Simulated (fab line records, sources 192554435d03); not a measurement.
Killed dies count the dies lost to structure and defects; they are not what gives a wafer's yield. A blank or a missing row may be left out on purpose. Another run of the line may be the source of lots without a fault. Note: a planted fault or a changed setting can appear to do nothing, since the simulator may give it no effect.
Chamber matching	flow n5-finfet	N5_MOL_CONTACT_COAG_STRIP_98 on rie-diel-02 has 4 sister chambers
The step strips in N2/H2. 8 wafers are shown with their chamber, then 8 later ones without.

## WAFERS, EACH WITH ITS CHAMBER
wafer	chamber	showerhead-plenum-p-Torr (Torr)	throttle-valve-pct (%)
L076.4	3	3.32	18.8
L083.1	3	3.32	18.9
L083.4	2	3.40	18.9
L083.5	0	3.35	18.5
L082.1	1	3.53	18.0
L082.2	0	3.35	18.5
L082.6	1	3.53	18.0
L085.2	2	3.39	18.9

## WAFERS WITH NO CHAMBER GIVEN
wafer	showerhead-plenum-p-Torr (Torr)	throttle-valve-pct (%)
L085.4	3.35	18.5
L085.5	3.39	18.9
L095.1	3.34	18.6
L095.3	3.38	19.0
L095.4	3.51	18.1
L097.1	3.38	19.0
L097.5	3.38	19.0
L097.6	3.30	18.9

## WHICH CHAMBER EACH WENT THROUGH
wafer	from the rows above	in truth
L085.4	0	0
L085.5	2	2
L095.1	0	0
L095.3	2	2
L095.4	1	1
L097.1	2	2
L097.5	2	2
L097.6	3	3
Correct placement for 8 of the 8. Number that these rows cannot place: 0. 0 placed wrongly.
How it was worked out, from the rows above alone: a wafer's distance from a chamber is the root of the sum, over the readings, of the square of ((its reading less the chamber's mean) divided by the reading's scatter). If the next closest chamber is less than 2 further off than the closest, the wafer can't be placed; otherwise it belongs to the closest. Each chamber's mean is taken over the wafers shown for it. The scatter: take each reading less its chamber's mean, square it, sum over the shown wafers, divide by the number of wafers less the number of chambers, and take the root.
